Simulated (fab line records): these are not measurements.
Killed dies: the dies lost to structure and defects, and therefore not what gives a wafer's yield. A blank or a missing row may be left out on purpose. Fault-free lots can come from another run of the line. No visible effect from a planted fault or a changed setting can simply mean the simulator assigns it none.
fab line records	flow n5Finfet	part 1 of 2: steps 1 to 3 of 6
record: lots: 21	wafers: 63	lastDay: 19
route steps=1938 shown FIN_SAQP@116 FIN_CUT@168 SPACER0@261 SD_EPI_N@281
lots untouched by any fault: they come from a run of this same line in which no faults occurred
startH: start of the lot's first displayed wafer, in hours after the record's first day	waitH: how many hours have passed since the lot's step before this one	" unchanged from the row above	L1.1+2: a single row standing in for several wafers	- either no value or no given start	* or withheld: withheld	< > ~ a bound
route shown NAME@n: a module of which the file shows steps, and the number in the route of the first	usual: mean and standard deviation over wafers with no fault	same: alike in all rows	chamber/n: place in a boat	sites: per-site readings	_std_site: the values' standard deviation	_edge_site: outer sites' mean less inner sites'	radiusMm: how far each site lies from the wafer's centre	mask NAME#n: copy n	behind: the most recent tool/chamber to have shaped the wafer	hold: cause of the lot's hold/its duration in hours/its outcome	device: the n, p or np transistor that did not switch	end of line: at the end of the route, the tests of the same wafers	a step given without rows: its recipe and nothing more	killed: dies lost to structure and defects at the first sort, not the wafer's yield	map: the dies of a wafer, with x for killed, . for not killed, _ for no die there
set.NAME: the setting as run; set.NAME@STEP: as run at that earlier step	model.NAME: the simulator's own value behind a step, which no gauge read
a sample of lots followed through the steps of the route, with each step as a table and each wafer as a row
services: a tool's chamber out of use, with start hour (startH, from the record's first day; less than 0 if before it), hours out, and reason
== steps ==
step: N5_FIN_SAQP_ETCH_52
recipe: chemistry: N2/H2	target: SOC	targetDepthA: 1000	overetchA: 200	maskMaterial: SiARC	tempC: 40	timeS: 150	ionEnergyEv: 200	pressureMtorr: 30	sourceW: 840	biasW: 150	n2FlowSccm: 200	h2FlowSccm: 200	ends: endPoint
usual: drypumpMotorCurrentA: 5.9/0.46	oesProductAu: 0.72/0.081	rfVppV: 524.2/2.2	showerheadPlenumPTorr: 2.56/0.083	throttleValvePct: 17.82/0.24
lot.wafer	tool	chamber	startH	waitH	drypumpMotorCurrentA	oesProductAu	rfHoursCounterH	rfVppV	showerheadPlenumPTorr	throttleValvePct
L074.1	rieDiel-03	0	21.49	0.0	6.0	0.85	9	523.8	2.50	17.89
L074.4	"	0	"	"	6.0	0.83	-	524.2	2.50	17.88
L074.6	"	1	"	"	6.5	0.62	-	525.6	2.61	17.91
L075.1	rieDiel-05	1	27.36	0.0	6.2	0.62	226	521.9	2.50	17.89
L075.2	"	3	"	"	5.6	0.62	230	524.3	2.50	17.70
L075.6	"	2	"	"	5.6	0.71	-	526.3	2.66	17.89
L076.3	rieDiel-03	0	34.02	0.0	6.0	0.82	14	522.1	2.50	17.88
L076.4	"	1	"	"	6.5	0.61	247	525.7	2.61	17.91
L076.6	"	2	"	"	6.7	0.86	-	525.0	2.60	17.77
L077.4	rieDiel-05	1	41.11	0.0	6.2	0.63	-	523.1	2.49	17.89
L077.5	"	3	"	"	5.6	0.61	-	523.3	2.50	17.69
L077.6	"	2	"	"	5.7	0.70	-	527.2	2.66	17.90
L078.2	rieDiel-05	2	46.00	0.0	5.6	0.70	143	526.1	2.66	17.92
L078.3	"	1	"	"	6.2	0.62	233	523.4	2.49	17.91
L078.6	"	1	"	"	6.2	0.63	-	522.0	2.49	17.92
L079.1	rieDiel-05	2	52.04	0.0	5.7	0.70	144	526.3	2.66	17.89
L079.4	"	0	"	"	5.4	0.87	1	524.7	2.60	17.58
L079.6	"	2	"	"	5.6	0.70	-	528.5	2.66	17.90
L080.2	rieDiel-05	2	57.43	0.0	5.6	0.70	146	526.2	2.66	17.91
L080.4	"	1	"	"	6.2	0.62	237	523.2	2.49	17.90
L080.5	"	2	"	"	5.6	0.70	-	528.0	2.66	17.91
L081.1	rieDiel-01	2	63.37	0.0	5.4	0.67	163	525.7	2.64	17.86
L081.2	"	1	"	"	6.5	0.81	9	523.5	2.51	17.52
L081.6	"	0	"	"	6.2	0.73	-	521.9	2.45	17.76
L082.1	rieDiel-05	3	70.89	0.0	5.5	0.61	245	522.7	2.50	17.72
L082.3	"	1	"	"	6.2	0.62	241	522.2	2.49	17.92
L082.4	"	0	"	"	5.4	0.83	8	526.8	2.60	17.59
L083.2	rieDiel-03	1	75.85	0.0	6.5	0.86	3	526.0	2.61	17.51
L083.3	"	0	"	"	6.0	0.79	32	522.4	2.49	17.94
L083.6	"	0	"	"	6.0	0.79	-	521.6	2.49	17.93
L084.1	rieDiel-03	3	81.68	0.0	5.6	0.64	204	526.1	2.63	18.32
L084.3	"	0	"	"	6.0	0.80	34	524.0	2.49	17.92
L084.4	"	1	"	"	6.5	0.85	5	525.4	2.60	17.51
L086.2	rieDiel-03	2	96.69	0.0	6.7	0.80	26	523.7	2.59	17.79
L086.4	"	3	"	"	5.6	0.64	210	526.3	2.63	18.34
L086.5	"	2	"	"	6.7	0.79	-	524.0	2.59	17.79
L087.1	rieDiel-01	0	100.80	0.0	6.2	0.71	117	522.3	2.44	17.79
L087.2	"	1	"	"	6.5	0.78	22	520.8	2.51	17.54
L087.5	"	2	"	"	5.4	0.66	-	524.6	2.64	17.88
L089.2	rieDiel-01	2	114.16	0.0	5.4	0.65	181	526.1	2.63	17.89
L089.3	"	0	"	"	6.3	0.71	122	521.3	2.44	17.79
L089.5	"	2	"	"	5.4	0.66	-	526.5	2.63	17.90
L091.2	rieDiel-03	1	125.56	0.0	6.5	0.80	25	524.0	2.60	17.54
L091.5	"	0	"	"	6.0	0.76	-	522.2	2.48	17.96
L091.6	"	3	"	"	5.6	0.62	-	527.2	2.63	18.36
L092.1	rieDiel-03	0	130.82	0.0	6.0	0.77	54	522.3	2.48	17.96
L092.2	"	1	"	"	6.5	0.80	26	525.1	2.60	17.55
L092.4	"	3	"	"	5.6	0.62	219	525.8	2.63	18.38
L093.2	rieDiel-03	0	137.68	0.0	6.0	0.76	57	522.2	2.48	17.97
L093.4	"	1	"	"	6.5	0.80	28	525.0	2.59	17.54
L093.6	"	0	"	"	6.0	0.76	-	522.7	2.48	17.98
L094.1	rieDiel-01	1	144.90	0.0	6.5	0.76	38	523.0	2.50	17.57
L094.3	"	3	"	"	5.2	0.69	151	518.9	2.32	17.48
L094.4	"	0	"	"	6.2	0.70	133	520.9	2.44	17.80
L095.2	rieDiel-05	0	150.53	0.0	5.3	0.77	46	526.0	2.58	17.66
L095.5	"	1	"	"	6.1	0.87	-	522.3	2.48	17.51
L095.6	"	0	"	"	5.3	0.77	-	524.5	2.58	17.66
L096.2	rieDiel-03	0	156.73	0.0	6.0	0.75	63	521.6	2.48	17.99
L096.5	"	1	"	"	6.5	0.78	-	524.1	2.59	17.56
L096.6	"	0	"	"	6.0	0.75	-	521.0	2.48	17.99
L097.1	rieDiel-05	2	160.75	0.0	5.7	0.67	186	525.3	2.64	17.98
L097.5	"	1	"	"	6.1	0.83	-	522.9	2.48	17.52
L097.6	"	2	"	"	5.7	0.67	-	527.5	2.64	17.98
step: N5_FIN_SAQP_STRIP_77
recipe: chemistry: N2/H2	timeS: 90	powerW: 100	tempC: 40	pressureMtorr: 100	rfFrequencyHz: 6e+07	biasPowerW: 3	n2FlowSccm: 300	h2FlowSccm: 300
usual: drypumpMotorCurrentA: 6.0/0.49	oesProductAu: 0.82/0.084	rfVppV: 45.4/0.89	showerheadPlenumPTorr: 3.37/0.11	throttleValvePct: 12.16/0.26
lot.wafer	tool	chamber	startH	waitH	drypumpMotorCurrentA	oesProductAu	rfHoursCounterH	rfVppV	showerheadPlenumPTorr	throttleValvePct
L074.1	rieDiel-03	1	25.94	0.0	6.5	0.68	244	46.1	3.46	12.43
L074.4	"	3	"	"	5.6	0.73	-	43.3	3.50	12.66
L074.6	"	0	"	"	6.0	0.94	-	45.3	3.32	12.12
L075.1	rieDiel-01	0	31.27	0.0	6.3	0.84	90	45.2	3.27	12.08
L075.2	"	2	"	"	5.4	0.75	151	44.3	3.51	12.28
L075.6	"	0	"	"	6.2	0.83	-	44.3	3.26	12.06
L076.3	rieDiel-05	3	38.23	0.0	5.5	0.68	234	44.0	3.32	12.24
L076.4	"	1	"	"	6.2	0.70	-	44.9	3.32	12.44
L076.6	"	3	"	"	5.6	0.69	-	45.5	3.32	12.25
L077.4	rieDiel-01	3	44.75	0.0	5.2	0.79	115	45.6	3.12	11.93
L077.5	"	0	"	"	6.3	0.82	-	44.7	3.26	12.11
L077.6	"	1	"	"	6.5	0.95	-	45.8	3.34	11.75
L078.2	rieDiel-05	0	50.42	0.0	5.4	0.98	1	44.9	3.45	11.85
L078.3	"	1	"	"	6.2	0.69	234	46.5	3.31	12.43
L078.6	"	1	"	"	6.2	0.70	-	45.5	3.31	12.43
L079.1	rieDiel-03	0	55.80	0.0	6.0	0.91	25	46.0	3.31	12.16
L079.4	"	0	"	"	6.0	0.91	-	43.3	3.31	12.17
L079.6	"	3	"	"	5.6	0.72	-	43.5	3.49	12.69
L080.2	rieDiel-03	2	61.12	0.0	6.7	0.92	14	46.6	3.45	12.06
L080.4	"	3	"	"	5.6	0.71	-	45.7	3.49	12.69
L080.5	"	0	"	"	6.0	0.89	-	44.9	3.31	12.16
L081.1	rieDiel-01	1	67.30	0.0	6.5	0.92	10	45.1	3.34	11.79
L081.2	"	2	"	"	5.4	0.73	164	45.0	3.50	12.31
L081.6	"	1	"	"	6.5	0.92	-	45.8	3.34	11.77
L082.1	rieDiel-01	2	75.23	0.0	5.4	0.73	167	45.6	3.50	12.31
L082.3	"	1	"	"	6.5	0.91	12	45.0	3.34	11.77
L082.4	"	0	"	"	6.2	0.80	106	45.0	3.26	12.11
L083.2	rieDiel-05	2	79.54	0.0	5.6	0.78	152	44.6	3.52	12.31
L083.3	"	1	"	"	6.3	0.69	244	45.6	3.31	12.47
L083.6	"	0	"	"	5.4	0.93	-	44.9	3.44	11.89
L084.1	rieDiel-01	1	85.83	0.0	6.5	0.92	15	46.3	3.34	11.80
L084.3	"	0	"	"	6.2	0.81	110	45.1	3.25	12.13
L084.4	"	2	"	"	5.4	0.73	170	45.2	3.50	12.32
L086.2	rieDiel-03	0	102.34	0.0	6.0	0.88	41	43.9	3.31	12.18
L086.4	"	1	"	"	6.5	0.91	13	44.6	3.45	11.85
L086.5	"	1	"	"	6.5	0.91	-	45.4	3.45	11.85
L087.1	rieDiel-03	0	105.18	0.0	6.0	0.86	43	45.5	3.31	12.20
L087.2	"	1	"	"	6.5	0.89	15	44.5	3.45	11.86
L087.5	"	0	"	"	6.0	0.86	-	44.9	3.31	12.20
L089.2	rieDiel-01	0	119.02	0.0	6.3	0.80	124	45.4	3.25	12.15
L089.3	"	3	"	"	5.2	0.77	142	46.2	3.10	11.96
L089.5	"	3	"	"	5.2	0.77	-	44.9	3.10	11.96
L091.2	rieDiel-01	3	129.27	0.0	5.1	0.77	146	45.1	3.10	11.98
L091.5	"	0	"	"	6.2	0.80	-	45.6	3.25	12.19
L091.6	"	1	"	"	6.5	0.89	-	45.6	3.33	11.85
L092.1	rieDiel-03	0	134.66	0.0	6.0	0.86	56	46.0	3.30	12.24
L092.2	"	1	"	"	6.5	0.89	28	44.5	3.44	11.87
L092.4	"	2	"	"	6.8	0.86	44	45.6	3.43	12.12
L093.2	rieDiel-03	3	141.76	0.0	5.6	0.69	223	44.3	3.48	12.75
L093.4	"	2	"	"	6.8	0.86	46	45.5	3.43	12.13
L093.6	"	3	"	"	5.6	0.69	-	46.0	3.48	12.76
L094.1	rieDiel-05	0	148.65	0.0	5.4	0.86	45	46.0	3.43	11.98
L094.3	"	2	"	"	5.6	0.76	180	45.3	3.51	12.38
L094.4	"	0	"	"	5.4	0.86	-	46.7	3.43	11.97
L095.2	rieDiel-03	1	154.55	0.0	6.5	0.86	35	45.4	3.44	11.89
L095.5	"	2	"	"	6.7	0.85	-	44.1	3.43	12.15
L095.6	"	1	"	"	6.5	0.86	-	42.7	3.44	11.89
L096.2	rieDiel-03	2	160.87	0.0	6.7	0.85	52	46.3	3.43	12.15
L096.5	"	3	"	"	5.6	0.70	-	46.5	3.48	12.78
L096.6	"	2	"	"	6.7	0.85	-	46.5	3.43	12.15
L097.1	rieDiel-05	0	164.42	0.0	5.4	0.86	52	45.4	3.42	12.00
L097.5	"	2	"	"	5.6	0.76	-	44.7	3.50	12.42
L097.6	"	1	"	"	6.2	0.96	-	46.3	3.30	11.88
step: N5_FIN_CUT_ETCH_20
recipe: chemistry: CF4	target: SiARC	targetDepthA: 260	maskMaterial: CAR-EUV	timeS: 43.3	ionEnergyEv: 80	pressureMtorr: 40	sourceW: 545	biasW: 36	Ar_flow_sccm: 100	cf4FlowSccm: 100	ends: cleared
usual: drypumpMotorCurrentA: 5.5/0.36	etchRfOnTimeS: 43.3/1.3	oesProductAu: 0.64/0.051	rfVppV: 183.9/1.2	showerheadPlenumPTorr: 2.12/0.067	throttleValvePct: 15.66/0.17
lot.wafer	tool	chamber	startH	waitH	drypumpMotorCurrentA	etchRfOnTimeS	oesProductAu	rfHoursCounterH	rfVppV	showerheadPlenumPTorr	throttleValvePct
L074.1	rieDiel-02	0	26.98	0.0	5.4	45.2	0.62	201	184.8	2.20	15.76
L074.4	"	2	"	"	5.5	44.2	0.63	181	183.1	2.12	15.45
L074.6	"	3	"	"	5.7	43.6	0.64	-	184.5	2.12	15.75
L075.1	rieDiel-06	1	32.41	0.0	5.7	41.5	0.67	152	184.0	2.07	15.50
L075.2	"	0	"	"	4.9	45.0	0.58	240	184.2	2.10	15.64
L075.6	"	3	"	"	5.3	43.6	0.66	-	184.4	2.07	15.82
L076.3	rieDiel-06	1	39.28	0.0	5.7	41.4	0.66	153	184.0	2.07	15.50
L076.4	"	3	"	"	5.4	43.5	0.67	122	183.8	2.07	15.80
L076.6	"	3	"	"	5.3	43.5	0.66	-	182.2	2.07	15.82
L077.4	rieDiel-04	1	45.78	0.0	6.3	42.4	0.63	191	182.4	2.05	15.72
L077.5	"	1	"	"	6.3	42.6	0.62	-	182.7	2.05	15.72
L077.6	"	0	"	"	5.8	43.1	0.58	-	184.0	2.12	15.71
L078.2	rieDiel-04	0	51.48	0.0	5.8	43.8	0.58	239	184.3	2.12	15.70
L078.3	"	3	"	"	5.6	41.4	0.61	200	182.8	2.11	15.71
L078.6	"	3	"	"	5.6	41.4	0.62	-	184.8	2.11	15.70
L079.1	rieDiel-04	2	56.73	0.0	5.2	45.3	0.64	128	183.2	2.23	15.62
L079.4	"	0	"	"	5.8	44.0	0.58	241	184.6	2.12	15.71
L079.6	"	3	"	"	5.7	41.5	0.61	-	184.0	2.11	15.70
L080.2	rieDiel-06	3	62.21	0.0	5.3	43.5	0.66	129	183.0	2.06	15.85
L080.4	"	0	"	"	4.9	44.3	0.59	248	183.0	2.10	15.67
L080.5	"	2	"	"	5.2	42.4	0.64	-	186.2	2.22	15.62
L081.1	rieDiel-04	2	68.34	0.0	5.2	45.1	0.65	132	185.9	2.23	15.62
L081.2	"	3	"	"	5.7	41.8	0.60	207	182.7	2.11	15.71
L081.6	"	2	"	"	5.3	44.8	0.64	-	185.8	2.23	15.62
L082.1	rieDiel-02	2	76.29	0.0	5.5	44.8	0.62	196	184.2	2.12	15.50
L082.3	"	3	"	"	5.7	43.6	0.63	182	183.4	2.12	15.78
L082.4	"	0	"	"	5.4	46.1	0.60	216	184.7	2.20	15.79
L083.2	rieDiel-06	1	80.47	0.0	5.7	41.7	0.67	166	182.9	2.06	15.54
L083.3	"	3	"	"	5.4	43.6	0.65	136	183.4	2.06	15.84
L083.6	"	2	"	"	5.2	42.6	0.63	-	186.7	2.22	15.63
L084.1	rieDiel-04	3	86.77	0.0	5.7	42.0	0.60	212	184.1	2.10	15.71
L084.3	"	2	"	"	5.2	44.6	0.64	138	184.6	2.23	15.63
L084.4	"	1	"	"	6.3	42.9	0.61	203	184.7	2.04	15.75
L086.2	rieDiel-06	3	103.28	0.0	5.3	42.8	0.65	145	182.8	2.06	15.86
L086.4	"	1	"	"	5.6	40.3	0.66	175	182.9	2.06	15.55
L086.5	"	3	"	"	5.3	42.7	0.65	-	183.8	2.06	15.85
L087.1	rieDiel-06	3	106.29	0.0	5.3	42.6	0.66	146	182.3	2.06	15.86
L087.2	"	2	"	"	5.2	42.1	0.63	190	184.8	2.21	15.65
L087.5	"	2	"	"	5.2	42.0	0.63	-	185.3	2.21	15.65
L089.2	rieDiel-06	3	121.12	0.0	5.4	42.3	0.65	152	183.5	2.06	15.88
L089.3	"	2	"	"	5.2	42.3	0.63	196	185.6	2.21	15.66
L089.5	"	3	"	"	5.3	42.6	0.65	-	183.1	2.06	15.88
L091.2	rieDiel-06	1	130.19	0.0	5.6	41.3	0.65	184	183.6	2.06	15.56
L091.5	"	1	"	"	5.6	41.3	0.65	-	184.1	2.06	15.58
L091.6	"	2	"	"	5.2	42.6	0.62	-	185.3	2.21	15.67
L092.1	rieDiel-02	2	137.57	0.0	5.5	44.4	0.61	217	184.7	2.11	15.53
L092.2	"	3	"	"	5.7	42.8	0.62	204	182.7	2.11	15.86
L092.4	"	1	"	"	6.1	45.0	0.61	168	182.9	2.05	15.34
L093.2	rieDiel-04	1	144.21	0.0	6.3	42.6	0.60	216	181.7	2.04	15.77
L093.4	"	3	"	"	5.7	41.4	0.60	224	181.4	2.10	15.75
L093.6	"	2	"	"	5.2	44.1	0.64	-	184.8	2.23	15.66
L094.1	rieDiel-02	2	149.58	0.0	5.5	44.6	0.61	222	183.6	2.11	15.56
L094.3	"	1	"	"	6.0	45.3	0.61	174	181.8	2.05	15.36
L094.4	"	0	"	"	5.4	45.9	0.59	244	185.6	2.19	15.85
L095.2	rieDiel-04	1	155.71	0.0	6.2	42.6	0.60	220	183.1	2.04	15.79
L095.5	"	2	"	"	5.2	44.2	0.63	-	184.1	2.23	15.65
L095.6	"	0	"	"	5.8	41.8	0.84	-	183.5	2.11	15.25
L096.2	rieDiel-06	3	161.92	0.0	5.4	43.4	0.62	169	183.0	2.05	15.90
L096.5	"	2	"	"	5.2	43.4	0.61	-	185.2	2.21	15.70
L096.6	"	3	"	"	5.3	43.5	0.63	-	180.9	2.05	15.91
L097.1	rieDiel-04	3	165.71	0.0	5.7	41.9	0.60	227	182.9	2.10	15.75
L097.5	"	2	"	"	5.2	45.4	0.62	-	185.5	2.22	15.68
L097.6	"	3	"	"	5.7	41.8	0.59	-	184.2	2.10	15.77
